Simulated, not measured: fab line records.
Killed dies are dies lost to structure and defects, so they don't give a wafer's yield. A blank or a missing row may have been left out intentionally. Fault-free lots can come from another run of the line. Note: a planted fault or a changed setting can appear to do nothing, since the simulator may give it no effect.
Which tool is to blame?	flow n5-finfet	Sampling: 24 lots, 72 wafers, 6 of 1938 route steps

== WHAT THE GAUGES SHOWED, per wafer ==
The record lacks any reading of a measuring or inspecting step that a usual standard deviation could be used to judge.

== TOOL THAT RAN EACH LOT (tool first, then ch and the chambers of the sampled wafers, then the start) ==
lot	N5_BEOL_M0_SPUTTER_141	N5_BEOL_M1_VIA_ETCH_34	N5_BEOL_M1_STRIP_97	N5_BEOL_M1_SPUTTER_79	N5_BEOL_M1_ANNEAL_91	N5_BEOL_M1_SPUTTER_92
L074	pvd-sputter-03, day 6 12:16	rie-diel-03 ch 0,3, day 6 19:23	rie-diel-03 ch 0,3, day 6 22:14 or earlier	pvd-sputter-01, day 6 22:14	pvd-sputter-01, day 6 23:11	pvd-sputter-01, day 6 23:20
L076	pvd-sputter-01, day 6 14:25	rie-diel-02 ch 0,2,3, day 7 01:21	rie-diel-02 ch 0,2,3, day 7 03:05 or earlier	pvd-sputter-02, day 7 03:05	pvd-sputter-02, day 7 04:03	pvd-sputter-02, day 7 04:11
L077	pvd-sputter-02, day 7 05:09	rie-diel-02 ch 0,3, day 7 21:14	rie-diel-02 ch 0,3, day 7 23:05 or earlier	pvd-sputter-01, day 7 23:05	pvd-sputter-01, day 8 00:03	pvd-sputter-01, day 8 00:11
L075	pvd-sputter-03, day 7 08:54	rie-diel-06 ch 1,2, day 7 21:22	rie-diel-06 ch 1,2, day 8 00:49 or earlier	pvd-sputter-02, day 8 00:49	pvd-sputter-02, day 8 01:46	pvd-sputter-02, day 8 01:55
L078	pvd-sputter-03, day 7 10:06	rie-diel-03 ch 1,2, day 7 21:16	rie-diel-03 ch 1,2, day 7 23:07 or earlier	pvd-sputter-03, day 7 23:07	pvd-sputter-03, day 8 00:04	pvd-sputter-03, day 8 00:13
L079	pvd-sputter-02, day 7 12:28	rie-diel-03 ch 0,1,3, day 8 00:40	rie-diel-03 ch 0,1,3, day 8 02:39 or earlier	pvd-sputter-02, day 8 02:39	pvd-sputter-02, day 8 03:37	pvd-sputter-02, day 8 03:45
L080	pvd-sputter-01, day 7 16:54	rie-diel-02 ch 1,2, day 8 02:05	rie-diel-02 ch 1,2, day 8 04:29 or earlier	pvd-sputter-02, day 8 04:29	pvd-sputter-02, day 8 06:52	pvd-sputter-02, day 8 07:00
L081	pvd-sputter-02, day 7 22:31	rie-diel-02 ch 2,3, day 8 11:04	rie-diel-02 ch 2,3, day 8 12:36 or earlier	pvd-sputter-01, day 8 12:36	pvd-sputter-01, day 8 13:34	pvd-sputter-01, day 8 13:42
L082	pvd-sputter-03, day 8 02:50	rie-diel-03 ch 1,3, day 8 11:04	rie-diel-03 ch 1,3, day 8 12:47 or earlier	pvd-sputter-03, day 8 12:47	pvd-sputter-03, day 8 13:45	pvd-sputter-03, day 8 13:53
L083	pvd-sputter-03, day 8 07:23	rie-diel-03 ch 2,3, day 8 14:19	rie-diel-03 ch 2,3, day 8 15:59 or earlier	pvd-sputter-03, day 8 15:59	pvd-sputter-03, day 8 16:57	pvd-sputter-03, day 8 17:05
L084	pvd-sputter-03, day 8 19:02	rie-diel-03 ch 1,3, day 9 05:47	rie-diel-03 ch 1,3, day 9 09:16 or earlier	pvd-sputter-01, day 9 09:16	pvd-sputter-01, day 9 10:13	pvd-sputter-01, day 9 10:22
L085	pvd-sputter-02, day 9 00:21	rie-diel-02 ch 1,3, day 9 05:44	rie-diel-02 ch 1,3, day 9 07:25 or earlier	pvd-sputter-01, day 9 07:25	pvd-sputter-01, day 9 08:23	pvd-sputter-01, day 9 08:31
L086	pvd-sputter-03, day 9 02:10	rie-diel-02 ch 0,1,2, day 9 14:26	rie-diel-02 ch 0,1,2, day 9 16:28 or earlier	pvd-sputter-01, day 9 16:28	pvd-sputter-01, day 9 17:25	pvd-sputter-01, day 9 17:34
L087	pvd-sputter-02, day 9 06:10	rie-diel-06 ch 0,3, day 9 19:18	rie-diel-06 ch 0,3, day 9 22:52 or earlier	pvd-sputter-02, day 9 22:52	pvd-sputter-02, day 9 23:49	pvd-sputter-02, day 9 23:58
L088	pvd-sputter-02, day 9 11:40	rie-diel-02 ch 0,1,3, day 10 06:38	rie-diel-02 ch 0,2, day 10 08:24 or earlier	pvd-sputter-01, day 10 08:24	pvd-sputter-01, day 10 09:22	pvd-sputter-01, day 10 09:30
L089	pvd-sputter-02, day 10 01:34	rie-diel-06 ch 0,1,2, day 10 07:05	rie-diel-06 ch 0,1,2, day 10 08:52 or earlier	pvd-sputter-03, day 10 08:52	pvd-sputter-03, day 10 09:49	pvd-sputter-03, day 10 09:58
L090	pvd-sputter-03, day 10 06:19	rie-diel-06 ch 0,1,3, day 10 11:34	rie-diel-06 ch 0,1,3, day 10 14:37 or earlier	pvd-sputter-03, day 10 14:37	pvd-sputter-03, day 10 15:34	pvd-sputter-03, day 10 15:43
L091	pvd-sputter-02, day 10 11:17	rie-diel-02 ch 0,2, day 10 15:48	rie-diel-02 ch 0,2, day 10 18:07 or earlier	pvd-sputter-01, day 10 18:07	pvd-sputter-01, day 10 19:05	pvd-sputter-01, day 10 19:13
L092	pvd-sputter-02, day 10 14:53	rie-diel-06 ch 1,2,3, day 10 20:25	rie-diel-06 ch 1,2,3, day 10 22:31 or earlier	pvd-sputter-03, day 10 22:31	pvd-sputter-03, day 10 23:29	pvd-sputter-03, day 10 23:37
L093	pvd-sputter-02, day 10 19:13	rie-diel-02 ch 0,2,3, day 10 23:31	rie-diel-02 ch 0,2,3, day 11 01:16 or earlier	pvd-sputter-01, day 11 01:16	pvd-sputter-01, day 11 02:13	pvd-sputter-01, day 11 02:22
L094	pvd-sputter-02, day 11 01:31	rie-diel-03 ch 0,1,3, day 11 12:35	rie-diel-03 ch 0,1,3, day 11 14:31 or earlier	pvd-sputter-01, day 11 14:31	pvd-sputter-01, day 11 15:29	pvd-sputter-01, day 11 15:37
L095	pvd-sputter-03, day 11 06:49	rie-diel-02 ch 2,3, day 11 18:41	rie-diel-02 ch 2,3, day 11 20:22 or earlier	pvd-sputter-01, day 11 20:22	pvd-sputter-01, day 11 21:20	pvd-sputter-01, day 11 21:28
L096	pvd-sputter-03, day 11 16:35	rie-diel-06 ch 0,3, day 12 01:08	rie-diel-06 ch 0,3, day 12 04:05 or earlier	pvd-sputter-02, day 12 04:05	pvd-sputter-02, day 12 05:03	pvd-sputter-02, day 12 05:11
L097	pvd-sputter-02, day 12 00:01	rie-diel-02 ch 0,3, day 12 04:40	rie-diel-02 ch 0,3, day 12 06:37 or earlier	pvd-sputter-03, day 12 06:37	pvd-sputter-03, day 12 07:34	pvd-sputter-03, day 12 07:43
- N5_BEOL_M0_SPUTTER_141: material Cu, target thk 4 nm, time 7.37 s.
- N5_BEOL_M1_VIA_ETCH_34: etches the open film in C4F6/O2, target depth 67.8 nm, time 64.4 s.
- N5_BEOL_M1_STRIP_97: strips in N2/H2, time 10 s.
- N5_BEOL_M1_SPUTTER_79: material Cu, target thk 4.5 nm, time 8.29 s.
- N5_BEOL_M1_ANNEAL_91: time 240 s.
- N5_BEOL_M1_SPUTTER_92: material Cu, target thk 4.5 nm, time 8.29 s.

== WHAT THE TOOLS THEMSELVES READ (means of the sampled wafers that have a number; where no wafer has one, the mark that the record gives instead) ==
N5_BEOL_M0_SPUTTER_141.
lot	tool	susceptor-temp-C (C)	throttle-valve-pct (%)
L074	pvd-sputter-03	-20.09	30.2
L076	pvd-sputter-01	-19.95	31.2
L077	pvd-sputter-02	-19.92	30.0
L075	pvd-sputter-03	-19.97	30.8
L078	pvd-sputter-03	-20.02	29.9
L079	pvd-sputter-02	-19.99	29.9
L080	pvd-sputter-01	-19.94	31.6
L081	pvd-sputter-02	-19.99	30.0
L082	pvd-sputter-03	-20.10	29.7
L083	pvd-sputter-03	-20.02	29.5
L084	pvd-sputter-03	-20.07	28.9
L085	pvd-sputter-02	-19.97	29.9
L086	pvd-sputter-03	-20.06	30.8
L087	pvd-sputter-02	-20.05	30.0
L088	pvd-sputter-02	-20.10	30.7
L089	pvd-sputter-02	-20.04	30.3
L090	pvd-sputter-03	-20.02	29.7
L091	pvd-sputter-02	-20.02	29.5
L092	pvd-sputter-02	-19.97	30.4
L093	pvd-sputter-02	-20.07	30.1
L094	pvd-sputter-02	-19.98	30.0
L095	pvd-sputter-03	-19.94	29.4
L096	pvd-sputter-03	-20.01	29.8
L097	pvd-sputter-02	-20.02	29.9

N5_BEOL_M1_VIA_ETCH_34.
lot	tool	drypump-motor-current-A (A)	oes_ar_750_au (a.u.)	oes-product-au (a.u.)	rf-vpp-V (V)	showerhead-plenum-p-Torr (Torr)	throttle-valve-pct (%)
L074	rie-diel-03	6.1	0.76	0.74	654	2.87	30.9
L076	rie-diel-02	5.7	0.82	0.82	671	2.85	30.8
L077	rie-diel-02	5.7	0.87	0.85	660	2.88	30.9
L075	rie-diel-06	5.7	0.76	0.74	662	2.91	30.9
L078	rie-diel-03	6.0	0.73	0.74	668	2.78	30.4
L079	rie-diel-03	5.8	0.73	0.72	656	2.87	30.8
L080	rie-diel-02	5.2	0.76	0.75	665	2.84	31.4
L081	rie-diel-02	5.6	0.81	0.82	674	2.92	30.5
L082	rie-diel-03	6.3	0.76	0.75	672	2.90	30.7
L083	rie-diel-03	6.3	0.75	0.74	670	2.83	30.6
L084	rie-diel-03	6.3	0.75	0.74	673	2.90	30.8
L085	rie-diel-02	5.0	0.81	0.80	658	2.93	31.2
L086	rie-diel-02	5.5	0.77	0.75	668	2.80	31.2
L087	rie-diel-06	5.5	0.96	0.97	690	2.96	31.0
L088	rie-diel-02	5.3	0.82	0.80	659	2.89	31.0
L089	rie-diel-06	5.7	0.81	0.81	669	2.85	30.9
L090	rie-diel-06	5.6	0.88	0.88	680	2.87	31.1
L091	rie-diel-02	5.8	0.73	0.73	677	2.75	31.0
L092	rie-diel-06	5.6	0.81	0.81	672	2.92	31.1
L093	rie-diel-02	5.7	0.78	0.78	671	2.84	30.8
L094	rie-diel-03	5.9	0.80	0.78	655	2.86	30.7
L095	rie-diel-02	5.7	0.73	0.73	680	2.81	30.7
L096	rie-diel-06	5.6	0.90	0.93	687	2.88	30.7
L097	rie-diel-02	5.5	0.82	0.81	663	2.93	30.7

N5_BEOL_M1_STRIP_97.
lot	tool	drypump-motor-current-A (A)	oes-product-au (a.u.)	rf-vpp-V (V)	showerhead-plenum-p-Torr (Torr)	throttle-valve-pct (%)
L074	rie-diel-03	6.1	0.74	58.7	2.53	23.4
L076	rie-diel-02	5.7	0.82	59.2	2.53	23.5
L077	rie-diel-02	5.7	0.85	58.4	2.53	23.4
L075	rie-diel-06	5.7	0.74	59.3	2.57	23.3
L078	rie-diel-03	6.0	0.72	58.9	2.49	23.5
L079	rie-diel-03	5.9	0.71	58.8	2.55	23.5
L080	rie-diel-02	5.1	0.75	59.0	2.50	23.9
L081	rie-diel-02	5.6	0.81	58.8	2.61	23.5
L082	rie-diel-03	6.3	0.74	59.8	2.57	23.3
L083	rie-diel-03	6.3	0.74	59.5	2.50	23.3
L084	rie-diel-03	6.3	0.73	59.0	2.56	23.3
L085	rie-diel-02	5.0	0.79	59.5	2.58	23.8
L086	rie-diel-02	5.5	0.76	58.5	2.47	23.7
L087	rie-diel-06	5.5	0.96	59.3	2.64	23.7
L088	rie-diel-02	5.8	0.78	58.4	2.44	23.5
L089	rie-diel-06	5.7	0.81	58.6	2.51	23.3
L090	rie-diel-06	5.6	0.89	58.7	2.54	23.6
L091	rie-diel-02	5.8	0.73	58.7	2.43	23.7
L092	rie-diel-06	5.6	0.80	58.6	2.59	23.7
L093	rie-diel-02	5.7	0.78	58.8	2.52	23.5
L094	rie-diel-03	5.9	0.79	59.1	2.54	23.4
L095	rie-diel-02	5.7	0.73	59.4	2.51	23.7
L096	rie-diel-06	5.6	0.92	59.1	2.55	23.4
L097	rie-diel-02	5.5	0.80	59.6	2.60	23.4

N5_BEOL_M1_SPUTTER_79.
lot	tool	susceptor-temp-C (C)	throttle-valve-pct (%)
L074	pvd-sputter-01	-20.05	31.8
L076	pvd-sputter-02	-20.05	29.4
L077	pvd-sputter-01	-19.85	30.1
L075	pvd-sputter-02	-20.08	29.5
L078	pvd-sputter-03	-20.11	28.5
L079	pvd-sputter-02	-19.94	30.1
L080	pvd-sputter-02	-19.92	30.4
L081	pvd-sputter-01	-20.05	29.2
L082	pvd-sputter-03	-19.94	30.8
L083	pvd-sputter-03	-20.14	29.7
L084	pvd-sputter-01	-20.04	29.9
L085	pvd-sputter-01	-19.93	31.6
L086	pvd-sputter-01	-20.08	30.8
L087	pvd-sputter-02	-20.07	30.5
L088	pvd-sputter-01	-20.05	30.7
L089	pvd-sputter-03	-19.97	30.1
L090	pvd-sputter-03	-19.88	30.4
L091	pvd-sputter-01	-20.01	30.1
L092	pvd-sputter-03	-20.03	28.7
L093	pvd-sputter-01	-19.93	30.3
L094	pvd-sputter-01	-20.06	30.2
L095	pvd-sputter-01	-20.03	30.7
L096	pvd-sputter-02	-19.95	29.9
L097	pvd-sputter-03	-20.07	29.8

N5_BEOL_M1_ANNEAL_91.
lot	tool	heater-power-w (W)	susceptor-temp-C (C)
L074	pvd-sputter-01	932	400.15
L076	pvd-sputter-02	729	400.15
L077	pvd-sputter-01	737	399.93
L075	pvd-sputter-02	789	400.00
L078	pvd-sputter-03	763	400.18
L079	pvd-sputter-02	830	400.12
L080	pvd-sputter-02	861	400.07
L081	pvd-sputter-01	749	399.93
L082	pvd-sputter-03	834	400.04
L083	pvd-sputter-03	806	399.93
L084	pvd-sputter-01	859	400.11
L085	pvd-sputter-01	830	400.04
L086	pvd-sputter-01	852	400.23
L087	pvd-sputter-02	775	399.75
L088	pvd-sputter-01	758	400.02
L089	pvd-sputter-03	859	399.88
L090	pvd-sputter-03	883	399.86
L091	pvd-sputter-01	739	400.07
L092	pvd-sputter-03	769	399.93
L093	pvd-sputter-01	837	400.16
L094	pvd-sputter-01	740	400.16
L095	pvd-sputter-01	852	400.22
L096	pvd-sputter-02	821	400.01
L097	pvd-sputter-03	804	399.90

N5_BEOL_M1_SPUTTER_92.
lot	tool	susceptor-temp-C (C)	throttle-valve-pct (%)
L074	pvd-sputter-01	-20.00	31.8
L076	pvd-sputter-02	-19.98	29.5
L077	pvd-sputter-01	-20.07	30.2
L075	pvd-sputter-02	-19.97	29.5
L078	pvd-sputter-03	-20.10	28.5
L079	pvd-sputter-02	-19.91	30.1
L080	pvd-sputter-02	-19.98	30.6
L081	pvd-sputter-01	-20.03	29.1
L082	pvd-sputter-03	-20.00	30.9
L083	pvd-sputter-03	-20.01	29.7
L084	pvd-sputter-01	-19.99	29.7
L085	pvd-sputter-01	-19.95	31.6
L086	pvd-sputter-01	-20.01	30.8
L087	pvd-sputter-02	-19.90	30.4
L088	pvd-sputter-01	-19.97	30.5
L089	pvd-sputter-03	-19.99	30.1
L090	pvd-sputter-03	-19.90	30.1
L091	pvd-sputter-01	-19.95	30.2
L092	pvd-sputter-03	-19.97	28.7
L093	pvd-sputter-01	-20.01	30.3
L094	pvd-sputter-01	-19.83	30.1
L095	pvd-sputter-01	-20.01	30.6
L096	pvd-sputter-02	-20.03	30.1
L097	pvd-sputter-03	-19.85	29.9

== THE ANSWER, worked out from the rows above alone ==
Rule: the lots themselves supply what counts as usual. Put in order of their means at a reading, lots are off if they are a third of the lots or fewer, leave a main group of 4 or more, and stand apart from it by a gap of 3 or more times the standard deviation of the main group's means; of several such gaps the widest counts. A main group is skipped when, at the precision printed for the reading in the tables above, its means are all equal. A lot without any number at a reading at which 4 lots or more have one is off too. Any other lot the step has rows for is counted as sound. First the gauges in route order, then the tools' own readings, where a lot's mean is used as printed above. At the first step where some lot is off, the reading lying furthest off is the one used; lots without a number count as furthest.
No lot is off at any reading shown: from this, nothing can be told.

== WHAT THE SIMULATOR PUT IN ==
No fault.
